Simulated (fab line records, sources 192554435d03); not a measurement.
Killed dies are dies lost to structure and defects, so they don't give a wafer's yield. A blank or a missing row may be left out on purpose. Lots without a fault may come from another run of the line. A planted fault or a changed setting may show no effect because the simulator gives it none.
fab line records | flow n5_finfet
record lots=5 wafers=15 last_day=17
route steps=1938 shown BEOL_M7@1276
lots that met no fault: from a run of the same line without faults
start_h: hours from the record's first day to the start of the lot's first wafer shown | wait_h: hours since the lot's step before | " the same as in the row above | L1.1+2: a row that stands for several wafers | - no value, or no start given | * or withheld: withheld | < > ~ a bound
route shown NAME@n: a module of which the file shows steps, and the number in the route of the first | usual: mean/standard deviation of fault-free wafers | same: alike in all rows | chamber/n: place in a boat | sites: the reading at each site | _std_site: their standard deviation | _edge_site: outer sites' mean less inner sites' | radius_mm: how far each site lies from the wafer's centre | mask NAME#n: copy n | behind: the tool/chamber that last shaped the wafer | hold: why the lot was held/for how many hours/how that ended | device: the transistor (n, p or np) that didn't switch | end of line: the same wafers' tests at the end of the route | a step without rows: its recipe alone | killed: dies lost to structure and defects at the first sort, not the wafer's yield | map: a wafer's dies, x killed, . not, _ none there
set.NAME: the setting as run; set.NAME@STEP: as run at that earlier step | model.NAME: the simulator's own value behind a step, which no gauge read
lots at some steps of the route; a table a step, a row a wafer
services: from which hour (start_h, from the record's first day; less than 0 if before it) a tool's chamber was out of use, for how many hours, and why
## steps
# step N5_BEOL_M7_CD_MEAS_11
# recipe target_cd_nm=38.5 landing_energy_ev=500 detector=se_inlens polarity=opening
# usual cd_nm=38.6/0.56
# columns lot.wafer tool chamber start_h wait_h cd_nm
L075.2 cd_sem-01 0 215.08 - 38.8
L075.4 " 0 " " 38.7
L075.6 " 0 " " 38.2
L084.2 cd_sem-03 0 260.71 - 37.7
L084.4 " 0 " " 38.2
L084.5 " 0 " " 38.5
L085.3 cd_sem-01 0 263.76 - 38.6
L085.4 " 0 " " 38.5
L085.5 " 0 " " 38.9
L092.2 cd_sem-02 0 290.05 - 38.8
L092.3 " 0 " " 38.8
L092.6 " 0 " " 39.1
L093.2 cd_sem-02 0 305.99 - 38.6
L093.3 " 0 " " 39.1
L093.6 " 0 " " 39.1
# step N5_BEOL_M7_OVL_MEAS_12
# recipe points_per_wafer=44
# usual M7_OVL=0.1/0.78
# columns lot.wafer tool chamber start_h wait_h M7_OVL[nm]
L075.2 overlay-01 0 215.11 0.0 -0.3
L075.4 " 0 " " -0.3
L075.6 " 0 " " 0.1
L084.2 overlay-01 0 260.75 0.0 -0.2
L084.4 " 0 " " -1.4
L084.5 " 0 " " 0.2
L085.3 overlay-02 0 263.79 0.0 -0.7
L085.4 " 0 " " -1.0
L085.5 " 0 " " -1.0
L092.2 overlay-02 0 290.08 0.0 1.7
L092.3 " 0 " " 1.4
L092.6 " 0 " " 1.5
L093.2 overlay-01 0 306.02 0.0 -0.5
L093.3 " 0 " " 0.7
L093.6 " 0 " " -0.1
# step N5_BEOL_M7_INSPECT_13
# recipe mode=adi inspect_instrument=brightfield
# usual raw_defect_count=435/88
# columns lot.wafer tool chamber start_h wait_h raw_defect_count
L075.2 defect_inspect-01 - 215.13 0.0 398
L075.4 " - " " 361
L075.6 " - " " 401
L084.2 defect_inspect-02 - 260.77 0.0 369
L084.4 " - " " 524
L084.5 " - " " 373
L085.3 defect_inspect-01 - 263.82 0.0 403
L085.4 " - " " 351
L085.5 " - " " 433
L092.2 defect_inspect-02 - 290.10 0.0 430
L092.3 " - " " 411
L092.6 " - " " 455
L093.2 defect_inspect-02 - 306.05 0.0 343
L093.3 " - " " 498
L093.6 " - " " 374
# step N5_BEOL_M7_DESCUM_16
# recipe chemistry=O2 time_s=7.9 source_power_w=50 bias_power_w=20 pressure_mtorr=20 rf_frequency_hz=2.712e+07 temp_c=40 resist=CAR-ArF o2_flow_sccm=225
# usual drypump_motor_current_A=5.6/0.47 oes_product_au=0.80/0.1 rf_vpp_V=243.3/1.4 showerhead_plenum_p_Torr=2.12/0.077 throttle_valve_pct=20.4/0.32
# columns lot.wafer tool chamber start_h wait_h drypump_motor_current_A oes_product_au rf_hours_counter_h rf_vpp_V showerhead_plenum_p_Torr throttle_valve_pct
L075.2 rie_diel-04 0 215.17 0.0 5.3 0.91 21 246.4 2.25 20.2
L075.4 " 2 " " 4.9 0.81 96 243.7 2.14 20.5
L075.6 " 2 " " 4.9 0.80 - 243.2 2.14 20.5
L084.2 rie_diel-05 1 260.81 0.0 5.5 0.68 236 244.2 2.04 20.4
L084.4 " 0 " " 6.4 0.69 216 245.6 2.15 20.8
L084.5 " 1 " " 5.5 0.68 - 242.6 2.04 20.4
L085.3 rie_diel-02 1 264.00 0.2 5.8 0.71 205 245.8 2.15 20.7
L085.4 " 0 " " 6.0 0.73 214 243.8 2.07 20.7
L085.5 " 0 " " 6.0 0.72 - 241.7 2.07 20.7
L092.2 rie_diel-05 2 290.14 0.0 5.7 0.87 53 242.7 2.02 20.0
L092.3 " 3 " " 5.3 0.93 13 242.7 2.07 20.6
L092.6 " 2 " " 5.7 0.87 - 241.0 2.02 20.0
L093.2 rie_diel-02 3 306.08 0.0 5.4 0.82 73 243.2 2.22 20.3
L093.3 " 0 " " 6.0 0.71 228 243.3 2.07 20.7
L093.6 " 0 " " 6.0 0.71 - 242.6 2.07 20.7
# step N5_BEOL_M7_ETCH_61
# recipe chemistry=CF4 target=SiARC target_depth_a=455 mask_material=CAR-ArF time_s=75.8 ion_energy_ev=80 pressure_mtorr=40 source_w=545 bias_w=36 Ar_flow_sccm=100 cf4_flow_sccm=100 ends=cleared
# usual drypump_motor_current_A=5.6/0.47 etch_rf_on_time_s=76.8/2.4 oes_product_au=0.69/0.089 rf_vpp_V=184.2/1.2 showerhead_plenum_p_Torr=2.16/0.07 throttle_valve_pct=15.56/0.29
# columns lot.wafer tool chamber start_h wait_h drypump_motor_current_A etch_rf_on_time_s oes_product_au rf_hours_counter_h rf_vpp_V showerhead_plenum_p_Torr throttle_valve_pct
L075.2 rie_diel-04 0 215.21 0.0 5.3 77.7 0.77 21 186.3 2.26 15.05
L075.4 " 2 " " 4.9 74.4 0.69 96 183.1 2.16 15.52
L075.6 " 2 " " 4.9 74.1 0.69 - 184.1 2.16 15.54
L084.2 rie_diel-05 1 260.84 0.0 5.5 81.8 0.57 236 183.3 2.09 15.68
L084.4 " 0 " " 6.4 79.3 0.59 216 183.1 2.20 15.94
L084.5 " 1 " " 5.5 81.5 0.57 - 184.3 2.09 15.71
L085.3 rie_diel-02 1 264.03 0.0 5.8 79.0 0.59 205 184.7 2.21 15.91
L085.4 " 0 " " 6.0 81.0 0.60 214 183.2 2.13 15.83
L085.5 " 0 " " 6.0 81.9 0.59 - 184.1 2.13 15.85
L092.2 rie_diel-05 2 290.17 0.0 5.7 74.1 0.75 53 184.0 2.08 15.25
L092.3 " 3 " " 5.2 74.8 0.79 13 184.3 2.09 15.55
L092.6 " 2 " " 5.7 73.7 0.75 - 183.3 2.08 15.27
L093.2 rie_diel-02 3 306.11 0.0 5.4 76.8 0.70 73 184.6 2.25 15.45
L093.3 " 0 " " 6.0 80.6 0.59 228 183.1 2.12 15.85
L093.6 " 0 " " 6.1 79.5 0.59 - 184.7 2.12 15.87
# step N5_BEOL_M7_ETCH_62
# recipe chemistry=N2/H2 target=SOC target_depth_a=1100 overetch_a=220 mask_material=SiARC temp_c=40 time_s=165 ion_energy_ev=200 pressure_mtorr=30 source_w=840 bias_w=150 n2_flow_sccm=200 h2_flow_sccm=200
# usual drypump_motor_current_A=5.6/0.47 n2_flow_sccm=200.0/0.64 oes_product_au=0.69/0.082 rf_vpp_V=524.7/2.5 showerhead_plenum_p_Torr=2.57/0.081 throttle_valve_pct=17.8/0.33
# columns lot.wafer tool chamber start_h wait_h drypump_motor_current_A n2_flow_sccm oes_product_au rf_hours_counter_h rf_vpp_V showerhead_plenum_p_Torr throttle_valve_pct
L075.2 rie_diel-04 0 215.27 0.0 5.3 200.5 0.78 21 527.7 2.68 17.1
L075.4 " 2 " " 4.9 199.7 0.68 96 523.8 2.57 17.7
L075.6 " 2 " " 4.9 200.0 0.68 - 523.8 2.57 17.7
L084.2 rie_diel-05 1 260.90 0.0 5.5 200.6 0.58 236 522.1 2.53 18.1
L084.4 " 0 " " 6.5 200.4 0.60 216 524.9 2.61 18.1
L084.5 " 1 " " 5.5 201.3 0.58 - 522.2 2.53 18.1
L085.3 rie_diel-02 1 264.09 0.0 5.8 199.6 0.61 205 525.6 2.65 18.3
L085.4 " 0 " " 6.0 200.3 0.62 214 523.7 2.51 18.0
L085.5 " 0 " " 6.0 200.0 0.61 - 524.0 2.51 18.0
L092.2 rie_diel-05 2 290.23 0.0 5.8 199.9 0.74 53 522.0 2.48 17.5
L092.3 " 3 " " 5.3 200.2 0.77 13 523.0 2.51 18.0
L092.6 " 2 " " 5.8 199.4 0.74 - 522.1 2.48 17.6
L093.2 rie_diel-02 3 306.17 0.0 5.4 199.3 0.70 73 528.8 2.70 17.8
L093.3 " 0 " " 6.0 199.1 0.61 228 522.0 2.51 18.1
L093.6 " 0 " " 6.0 199.7 0.61 - 521.8 2.51 18.1
# step N5_BEOL_M7_STRIP_68
# recipe chemistry=N2/H2 temp_c=40 n2_flow_sccm=200 h2_flow_sccm=200 rf_frequency_hz=6e+07
# columns lot.wafer tool chamber start_h wait_h
L075.2+4+6 rie_diel-04 0,2,2 215.40 0.1
L084.2+4+5 rie_diel-05 1,0,1 261.03 0.1
L085.3+4+5 rie_diel-02 1,0,0 264.22 0.1
L092.2+3+6 rie_diel-05 2,3,2 290.37 0.1
L093.2+3+6 rie_diel-02 3,0,0 306.31 0.1
# step N5_BEOL_M7_STRIP_67
# recipe chemistry=CF4 resist=SiARC power_w=300 bias_power_w=75 pressure_mtorr=50 cf4_flow_sccm=150 rf_frequency_hz=6e+07
# usual drypump_motor_current_A=5.6/0.47 oes_product_au=0.81/0.096 rf_vpp_V=271.5/1.5 showerhead_plenum_p_Torr=1.81/0.055 throttle_valve_pct=13.5/0.31
# columns lot.wafer tool chamber start_h wait_h drypump_motor_current_A oes_product_au rf_hours_counter_h rf_vpp_V showerhead_plenum_p_Torr throttle_valve_pct
L075.2 rie_diel-04 0 215.41 0.0 5.3 0.92 21 274.8 1.89 13.0
L075.4 " 2 " " 4.9 0.80 96 272.4 1.80 13.5
L075.6 " 2 " " 4.9 0.80 - 270.2 1.80 13.5
L084.2 rie_diel-05 1 261.04 0.0 5.5 0.68 236 270.6 1.76 13.7
L084.4 " 0 " " 6.5 0.71 217 274.7 1.82 13.8
L084.5 " 1 " " 5.5 0.69 - 271.1 1.76 13.7
L085.3 rie_diel-02 1 264.23 0.0 5.9 0.72 205 273.6 1.85 13.9
L085.4 " 0 " " 6.0 0.72 214 270.7 1.79 13.8
L085.5 " 0 " " 6.0 0.73 - 269.0 1.79 13.8
L092.2 rie_diel-05 2 290.38 0.0 5.8 0.87 53 271.7 1.74 13.3
L092.3 " 3 " " 5.2 0.93 13 271.5 1.77 13.5
L092.6 " 2 " " 5.8 0.87 - 268.6 1.74 13.3
L093.2 rie_diel-02 3 306.32 0.0 5.4 0.82 73 272.3 1.89 13.4
L093.3 " 0 " " 6.0 0.71 228 270.7 1.78 13.9
L093.6 " 0 " " 6.0 0.72 - 271.0 1.78 13.9
# step N5_BEOL_M7_HM_OPEN_17
# recipe chemistry=Cl2/BCl3 target_depth_a=200 overetch_a=60 target=TiN mask_material=SOC ion_energy_ev=150 pressure_mtorr=10 icp_w=1000 bias_w=126 Cl2_flow_sccm=53.25 bcl3_flow_sccm=21.75 Ar_flow_sccm=25
# usual drypump_motor_current_A=5.6/0.33 oes_product_au=0.69/0.08 throttle_valve_pct=21.97/0.17
# columns lot.wafer tool chamber start_h wait_h drypump_motor_current_A oes_product_au rf_hours_counter_h throttle_valve_pct
L075.2 rie_metal-01 0 215.48 0.1 5.0 0.49 - 22.45
L075.4 " 0 " " 5.0 0.48 - 22.47
L075.6 " 0 " " 5.0 0.49 - 22.46
L084.2 rie_metal-02 0 261.08 0.0 6.1 0.72 22 22.02
L084.4 " 1 " " 5.5 0.68 - 21.86
L084.5 " 1 " " 5.5 0.69 - 21.85
L085.3 rie_metal-03 0 264.30 0.1 5.6 0.76 - 21.89
L085.4 " 1 " " 5.7 0.64 - 21.99
L085.5 " 1 " " 5.7 0.64 - 22.01
L092.2 rie_metal-02 0 290.42 0.0 6.1 0.70 25 22.05
L092.3 " 1 " " 5.5 0.68 - 21.86
L092.6 " 1 " " 5.5 0.67 - 21.87
L093.2 rie_metal-01 0 306.36 0.0 5.0 0.83 3 21.82
L093.3 " 0 " " 5.0 0.81 - 21.84
L093.6 " 1 " " 5.4 0.71 - 21.77
# step N5_BEOL_M7_STRIP_19
# recipe chemistry=O2 power_w=400 temp_c=40 pressure_mtorr=30 rf_frequency_hz=6e+07 bias_power_w=0 overash_fraction=0.2 o2_flow_sccm=225
# usual drypump_motor_current_A=5.6/0.49 oes_product_au=0.80/0.099 rf_vpp_V=3.7/0.6 showerhead_plenum_p_Torr=2.13/0.078 throttle_valve_pct=16.7/0.32
# columns lot.wafer tool chamber start_h wait_h drypump_motor_current_A oes_product_au rf_hours_counter_h rf_vpp_V showerhead_plenum_p_Torr throttle_valve_pct
L075.2 rie_diel-04 1 215.65 0.1 6.2 0.68 241 3.6 2.00 17.0
L075.4 " 2 " " 4.9 0.81 97 4.3 2.14 16.7
L075.6 " 2 " " 4.9 0.80 - 3.7 2.14 16.7
L084.2 rie_diel-05 0 261.19 0.1 6.5 0.69 217 3.6 2.16 17.0
L084.4 " 2 " " 5.8 0.87 43 4.2 2.03 16.3
L084.5 " 0 " " 6.5 0.70 - 3.5 2.16 17.0
L085.3 rie_diel-04 0 264.39 0.1 5.3 0.87 34 2.9 2.25 16.3
L085.4 " 0 " " 5.3 0.87 - 3.0 2.25 16.3
L085.5 " 3 " " 5.0 0.86 - 4.2 2.09 16.1
L092.2 rie_diel-04 1 290.56 0.1 6.2 0.98 7 2.8 2.26 16.7
L092.3 " 2 " " 4.9 0.77 122 4.0 2.13 16.8
L092.6 " 1 " " 6.2 0.98 - 5.0 2.26 16.6
L093.2 rie_diel-02 2 306.47 0.1 5.6 0.91 19 4.3 2.08 16.8
L093.3 " 3 " " 5.4 0.83 73 3.1 2.22 16.6
L093.6 " 1 " " 5.9 0.69 - 4.2 2.15 16.9
# step N5_BEOL_M7_CD_MEAS_18
# recipe pitch_nm=80 target_cd_nm=40
# usual cd_nm=40.1/0.63
# columns lot.wafer tool chamber start_h wait_h cd_nm
L075.2 cd_sem-01 - 215.73 0.1 40.7
L075.4 " - " " 40.0
L075.6 " - " " 39.8
L084.2 cd_sem-02 - 261.27 0.1 40.2
L084.4 " - " " 39.4
L084.5 " - " " 40.9
L085.3 cd_sem-03 - 264.46 0.1 39.9
L085.4 " - " " 40.0
L085.5 " - " " 40.6
L092.2 cd_sem-03 - 290.63 0.1 41.1
L092.3 " - " " 39.8
L092.6 " - " " 40.7
L093.2 cd_sem-01 - 306.54 0.1 40.1
L093.3 " - " " 40.5
L093.6 " - " " 41.1
# step N5_BEOL_M7_COAT_63
# recipe resist=SOC temp_c=250 time_s=60 spin_rpm=1500 resist_thk_nm=60
# usual plate_temp_C=250.01/0.17
# columns lot.wafer tool chamber start_h wait_h plate_temp_C
L075.2 litho_track-02 0 217.74 2.0 250.22
L075.4 " 0 " " 250.33
L075.6 " 0 " " 250.32
L084.2 litho_track-04 0 261.75 0.5 250.28
L084.4 " 0 " " 250.25
L084.5 " 0 " " 249.99
L085.3 litho_track-03 0 266.17 1.7 250.17
L085.4 " 0 " " 249.91
L085.5 " 0 " " 249.77
L092.2 litho_track-04 0 293.95 3.3 250.10
L092.3 " 0 " " 249.99
L092.6 " 0 " " 250.07
L093.2 litho_track-04 0 308.02 1.5 250.13
L093.3 " 0 " " 249.82
L093.6 " 0 " " 250.26
# step N5_BEOL_M7_COAT_64
# recipe resist=SiARC temp_c=220 time_s=60 spin_rpm=1500 resist_thk_nm=12
# usual plate_temp_C=220.00/0.15
# columns lot.wafer tool chamber start_h wait_h plate_temp_C
L075.2 litho_track-02 0 - - 220.01
L075.4 " 0 " " 219.78
L075.6 " 0 " " 219.93
L084.2 litho_track-04 0 - - 219.85
L084.4 " 0 " " 220.03
L084.5 " 0 " " 220.12
L085.3 litho_track-03 0 - - 220.00
L085.4 " 0 " " 220.30
L085.5 " 0 " " 219.99
L092.2 litho_track-04 0 - - 219.99
L092.3 " 0 " " 219.95
L092.6 " 0 " " 220.06
L093.2 litho_track-04 0 - - 220.04
L093.3 " 0 " " 220.04
L093.6 " 0 " " 219.89
# step N5_BEOL_M7_COAT_71
# recipe resist=underlayer temp_c=205 time_s=60 spin_rpm=1500 resist_thk_nm=5
# usual plate_temp_C=205.04/0.15
# columns lot.wafer tool chamber start_h wait_h plate_temp_C
L075.2 litho_track-02 0 - - 204.93
L075.4 " 0 " " 204.85
L075.6 " 0 " " 204.93
L084.2 litho_track-04 0 - - 205.07
L084.4 " 0 " " 205.08
L084.5 " 0 " " 205.03
L085.3 litho_track-03 0 - - 204.92
L085.4 " 0 " " 205.02
L085.5 " 0 " " 205.04
L092.2 litho_track-04 0 - - 205.30
L092.3 " 0 " " 205.11
L092.6 " 0 " " 204.98
L093.2 litho_track-04 0 - - 204.95
L093.3 " 0 " " 205.23
L093.6 " 0 " " 205.32
# step N5_BEOL_M7_COAT_22
# recipe resist=CAR-EUV spin_rpm=1500 resist_thk_nm=30
# columns lot.wafer tool chamber start_h wait_h
L075.2+4+6 litho_track-02 0 - -
L084.2+4+5 litho_track-04 0 - -
L085.3+4+5 litho_track-03 0 - -
L092.2+3+6 litho_track-04 0 - -
L093.2+3+6 litho_track-04 0 - -
# step N5_BEOL_M7_EBR_24
# recipe solvent=PGMEA ebr_width_mm=1.5
# columns lot.wafer tool chamber start_h wait_h
L075.2+4+6 litho_track-02 0 - -
L084.2+4+5 litho_track-04 0 - -
L085.3+4+5 litho_track-03 0 - -
L092.2+3+6 litho_track-04 0 - -
L093.2+3+6 litho_track-04 0 - -
# step N5_BEOL_M7_SOFTBAKE_23
# recipe temp_c=110 time_s=60 resist=CAR-EUV
# usual plate_temp_C=109.98/0.14
# columns lot.wafer tool chamber start_h wait_h plate_temp_C
L075.2 litho_track-02 0 - - 109.87
L075.4 " 0 " " 109.91
L075.6 " 0 " " 109.88
L084.2 litho_track-04 0 - - 109.77
L084.4 " 0 " " 109.80
L084.5 " 0 " " 109.89
L085.3 litho_track-03 0 - - 109.84
L085.4 " 0 " " 109.89
L085.5 " 0 " " 109.89
L092.2 litho_track-04 0 - - 110.07
L092.3 " 0 " " 109.87
L092.6 " 0 " " 109.98
L093.2 litho_track-04 0 - - 109.88
L093.3 " 0 " " 109.91
L093.6 " 0 " " 109.98
# step N5_BEOL_M7_EXPOSE_25
# recipe mask_id=V6 na=0.33 source_shape=annular sigma_inner=0.4 sigma_outer=0.8 polarization=unpolarized target_cd_nm=40 dose_mj=42.5
# usual exposure_dose_mJ_cm2=42.4/0.33 reticle_temp_C=23.02/0.11
# same sigma_outer=0.8
# columns lot.wafer tool chamber start_h wait_h mask exposure_dose_mJ_cm2 reticle_temp_C
L075.2 euv_scanner-02 0 217.88 - V6#0 42.4 22.85
L075.4 " 0 " " V6#0 42.4 22.95
L075.6 " 0 " " V6#0 42.4 22.89
L084.2 euv_scanner-02 0 261.89 - V6#0 42.4 23.06
L084.4 " 0 " " V6#0 42.4 23.02
L084.5 " 0 " " V6#0 42.4 23.04
L085.3 euv_scanner-02 0 266.32 - V6#0 42.5 22.95
L085.4 " 0 " " V6#0 42.5 23.02
L085.5 " 0 " " V6#0 42.4 23.02
L092.2 euv_scanner-02 0 294.44 - V6#0 42.4 23.02
L092.3 " 0 " " V6#0 42.4 23.01
L092.6 " 0 " " V6#0 42.4 23.13
L093.2 euv_scanner-01 0 308.33 - V6#0 42.3 23.00
L093.3 " 0 " " V6#0 42.3 23.07
L093.6 " 0 " " V6#0 42.4 23.09
# step N5_BEOL_M7_PEB_26
# recipe peb_temp_c=100 peb_time_s=60 resist=CAR-EUV
# usual plate_temp_C=99.99/0.13
# columns lot.wafer tool chamber start_h wait_h plate_temp_C
L075.2 litho_track-03 0 217.94 0.1 100.01
L075.4 " 0 " " 100.16
L075.6 " 0 " " 99.83
L084.2 litho_track-03 0 261.95 0.1 100.07
L084.4 " 0 " " 100.16
L084.5 " 0 " " 100.14
L085.3 litho_track-02 0 266.38 0.0 99.94
L085.4 " 0 " " 99.97
L085.5 " 0 " " 100.08
L092.2 litho_track-03 0 294.50 0.1 100.09
L092.3 " 0 " " 99.97
L092.6 " 0 " " 99.78
L093.2 litho_track-02 0 308.39 0.1 99.95
L093.3 " 0 " " 99.86
L093.6 " 0 " " 99.98
# step N5_BEOL_M7_DEVELOP_27
# recipe develop_time_s=30 developer=TMAH resist=CAR-EUV rinse_liquid=surfactant_rinse dry=air_spin dev_temp_c=23
# columns lot.wafer tool chamber start_h wait_h
L075.2+4+6 litho_track-03 0 - -
L084.2+4+5 litho_track-03 0 - -
L085.3+4+5 litho_track-02 0 - -
L092.2+3+6 litho_track-03 0 - -
L093.2+3+6 litho_track-02 0 - -
# step N5_BEOL_M7_CD_MEAS_28
# recipe target_cd_nm=40 landing_energy_ev=500 detector=se_inlens
# usual cd_nm=39.84/0.23
# columns lot.wafer tool chamber start_h wait_h cd_nm
L075.2 cd_sem-03 0 218.01 - 39.69
L075.4 " 0 " " 39.97
L075.6 " 0 " " 39.77
L084.2 cd_sem-02 0 262.02 - 40.07
L084.4 " 0 " " 39.81
L084.5 " 0 " " 39.71
L085.3 cd_sem-01 0 266.44 - 40.07
L085.4 " 0 " " 40.08
L085.5 " 0 " " 39.76
L092.2 cd_sem-03 0 294.57 - 39.65
L092.3 " 0 " " 39.49
L092.6 " 0 " " 39.30
L093.2 cd_sem-01 0 308.46 - 39.82
L093.3 " 0 " " 39.89
L093.6 " 0 " " 39.59
# step N5_BEOL_M7_OVL_MEAS_29
# recipe points_per_wafer=522
# usual V6_OVL=-0.3/0.6
# columns lot.wafer tool chamber start_h wait_h V6_OVL[nm]
L075.2 overlay-02 0 218.05 0.0 -0.5
L075.4 " 0 " " 0.0
L075.6 " 0 " " -0.1
L084.2 overlay-01 0 262.06 0.0 -1.2
L084.4 " 0 " " 0.4
L084.5 " 0 " " 0.6
L085.3 overlay-02 0 266.48 0.0 -0.3
L085.4 " 0 " " -0.3
L085.5 " 0 " " -0.5
L092.2 overlay-02 0 294.60 0.0 -0.1
L092.3 " 0 " " -0.5
L092.6 " 0 " " 0.7
L093.2 overlay-01 0 308.50 0.0 -0.4
L093.3 " 0 " " -0.3
L093.6 " 0 " " 0.3
# step N5_BEOL_M7_INSPECT_30
# recipe mode=adi inspect_instrument=brightfield
# usual raw_defect_count=433/90
# columns lot.wafer tool chamber start_h wait_h raw_defect_count
L075.2 defect_inspect-01 - 218.10 0.0 416
L075.4 " - " " 358
L075.6 " - " " 376
L084.2 defect_inspect-02 - 262.11 0.0 347
L084.4 " - " " 513
L084.5 " - " " 360
L085.3 defect_inspect-01 - 266.53 0.0 408
L085.4 " - " " 341
L085.5 " - " " 403
L092.2 defect_inspect-02 - 294.65 0.0 423
L092.3 " - " " 425
L092.6 " - " " 419
L093.2 defect_inspect-01 - 308.55 0.0 352
L093.3 " - " " 511
L093.6 " - " " 370
# step N5_BEOL_M7_DESCUM_33
# recipe chemistry=O2 time_s=7 source_power_w=50 bias_power_w=20 pressure_mtorr=20 rf_frequency_hz=2.712e+07 temp_c=40 resist=CAR-EUV o2_flow_sccm=225
# usual drypump_motor_current_A=5.6/0.45 oes_product_au=0.80/0.095 rf_vpp_V=243.7/1.2 showerhead_plenum_p_Torr=2.13/0.074 throttle_valve_pct=20.4/0.3
# columns lot.wafer tool chamber start_h wait_h drypump_motor_current_A oes_product_au rf_hours_counter_h rf_vpp_V showerhead_plenum_p_Torr throttle_valve_pct
L075.2 rie_diel-02 0 218.13 0.0 6.0 0.72 199 241.9 2.08 20.6
L075.4 " 1 " " 5.8 0.70 - 244.1 2.16 20.6
L075.6 " 0 " " 6.0 0.72 - 244.6 2.08 20.6
L084.2 rie_diel-04 0 262.14 0.0 5.3 0.88 33 244.5 2.25 20.2
L084.4 " 2 " " 4.9 0.79 - 243.7 2.13 20.5
L084.5 " 3 " " 5.0 0.85 - 243.9 2.09 19.7
L085.3 rie_diel-04 3 266.56 0.0 5.0 0.86 54 242.7 2.09 19.7
L085.4 " 2 " " 4.9 0.79 - 242.0 2.13 20.5
L085.5 " 3 " " 5.0 0.85 - 241.8 2.09 19.7
L092.2 rie_diel-05 1 294.91 0.3 5.5 0.68 246 244.1 2.04 20.4
L092.3 " 2 " " 5.7 0.86 53 242.4 2.02 20.0
L092.6 " 1 " " 5.5 0.67 - 242.8 2.04 20.4
L093.2 rie_diel-02 0 308.58 0.0 6.0 0.72 228 244.0 2.07 20.7
L093.3 " 3 " " 5.4 0.83 73 244.3 2.22 20.3
L093.6 " 1 " " 5.9 0.70 - 244.1 2.15 20.7
# step N5_BEOL_M7_ETCH_72
# recipe chemistry=N2/H2 target=underlayer target_depth_a=65 mask_material=CAR-EUV time_s=5.2 ion_energy_ev=200 pressure_mtorr=30 source_w=840 bias_w=150 n2_flow_sccm=200 h2_flow_sccm=200 ends=cleared
# usual drypump_motor_current_A=5.6/0.45 etch_rf_on_time_s=5.27/0.16 n2_flow_sccm=200.0/0.59 oes_product_au=0.68/0.086 rf_vpp_V=524.9/2.6 showerhead_plenum_p_Torr=2.59/0.08 throttle_valve_pct=17.9/0.33
# columns lot.wafer tool chamber start_h wait_h drypump_motor_current_A etch_rf_on_time_s n2_flow_sccm oes_product_au rf_hours_counter_h rf_vpp_V showerhead_plenum_p_Torr throttle_valve_pct
L075.2 rie_diel-02 0 218.17 0.0 6.0 5.59 200.7 0.60 199 524.5 2.52 18.0
L075.4 " 1 " " 5.8 5.52 200.9 0.59 - 528.3 2.65 18.3
L075.6 " 0 " " 6.0 5.56 200.1 0.60 - 523.8 2.52 18.0
L084.2 rie_diel-04 0 262.18 0.0 5.2 5.26 199.6 0.75 33 528.3 2.67 17.2
L084.4 " 2 " " 4.9 5.04 198.6 0.67 - 523.6 2.57 17.8
L084.5 " 3 " " 5.0 5.25 199.5 0.72 - 522.3 2.58 17.4
L085.3 rie_diel-04 3 266.60 0.0 5.0 5.24 200.8 0.72 54 525.5 2.58 17.5
L085.4 " 2 " " 4.9 5.12 199.3 0.67 - 523.6 2.56 17.8
L085.5 " 3 " " 5.0 5.28 200.6 0.72 - 524.2 2.58 17.4
L092.2 rie_diel-05 1 294.94 0.0 5.5 5.57 199.4 0.56 246 522.1 2.52 18.1
L092.3 " 2 " " 5.8 5.15 199.4 0.74 53 520.2 2.48 17.6
L092.6 " 1 " " 5.5 5.55 199.6 0.56 - 521.3 2.52 18.1
L093.2 rie_diel-02 0 308.62 0.0 6.0 5.52 199.8 0.60 228 523.6 2.51 18.1
L093.3 " 3 " " 5.4 5.32 200.4 0.70 73 528.0 2.70 17.9
L093.6 " 1 " " 5.8 5.37 200.5 0.60 - 524.8 2.64 18.4
# step N5_BEOL_M7_ETCH_65
# recipe chemistry=CF4 target=SiARC target_depth_a=156 mask_material=CAR-EUV time_s=26 ion_energy_ev=80 pressure_mtorr=40 source_w=545 bias_w=36 Ar_flow_sccm=100 cf4_flow_sccm=100 ends=cleared
# usual drypump_motor_current_A=5.6/0.45 etch_rf_on_time_s=26.3/0.84 oes_product_au=0.69/0.086 rf_vpp_V=184.6/1.1 showerhead_plenum_p_Torr=2.17/0.066 throttle_valve_pct=15.57/0.29
# columns lot.wafer tool chamber start_h wait_h drypump_motor_current_A etch_rf_on_time_s oes_product_au rf_hours_counter_h rf_vpp_V showerhead_plenum_p_Torr throttle_valve_pct
L075.2 rie_diel-02 0 218.19 0.0 6.0 27.6 0.61 199 183.3 2.13 15.82
L075.4 " 1 " " 5.9 26.9 0.61 - 185.6 2.21 15.88
L075.6 " 0 " " 6.0 27.6 0.61 - 184.8 2.13 15.81
L084.2 rie_diel-04 0 262.19 0.0 5.3 26.8 0.75 33 186.7 2.26 15.08
L084.4 " 2 " " 4.9 25.2 0.68 - 184.3 2.15 15.57
L084.5 " 3 " " 5.0 26.6 0.72 - 183.8 2.17 15.13
L085.3 rie_diel-04 3 266.62 0.0 5.0 26.6 0.72 54 183.6 2.17 15.14
L085.4 " 2 " " 4.9 25.1 0.68 - 184.9 2.15 15.56
L085.5 " 3 " " 5.0 26.5 0.71 - 184.2 2.17 15.15
L092.2 rie_diel-05 1 294.96 0.0 5.6 27.4 0.56 246 182.3 2.09 15.71
L092.3 " 2 " " 5.7 25.1 0.76 53 184.2 2.08 15.27
L092.6 " 1 " " 5.5 27.3 0.56 - 183.6 2.09 15.72
L093.2 rie_diel-02 0 308.63 0.0 6.0 27.4 0.60 228 184.4 2.12 15.86
L093.3 " 3 " " 5.4 26.5 0.71 73 186.2 2.25 15.44
L093.6 " 1 " " 5.8 26.7 0.59 - 184.6 2.20 15.94
## services
# columns tool chamber start_h hours kind
euv_scanner-01 - 198.37 0.8 repair
rie_diel-02 2 204.99 - clean
rie_diel-02 2 204.99 - consumable_replace:focus_ring
rie_diel-02 2 204.99 19.7 scheduled_down
rie_diel-02 2 204.99 19.7 vent_cycle
euv_scanner-02 - 207.19 5.8 pm
rie_diel-05 3 222.62 - clean
rie_diel-05 3 222.62 - consumable_replace:focus_ring
rie_diel-05 3 222.62 24.3 scheduled_down
rie_diel-05 3 222.62 24.3 vent_cycle
rie_diel-05 - 229.87 0.2 repair
euv_scanner-01 - 242.06 1.0 pm
euv_scanner-02 - 243.82 1.0 pm
euv_scanner-01 - 252.43 4.6 pm
rie_diel-04 1 253.38 - clean
rie_metal-03 - 254.30 4.3 pm
euv_scanner-01 - 258.80 0.1 repair
rie_metal-01 - 261.70 2.3 repair
rie_metal-01 - 265.24 2.8 pm
rie_diel-02 2 266.68 5.1 repair
euv_scanner-01 - 278.63 0.7 repair
rie_metal-01 - 296.78 2.4 repair
euv_scanner-01 - 298.21 1.0 pm
euv_scanner-02 - 299.97 1.0 pm
## key
fault none
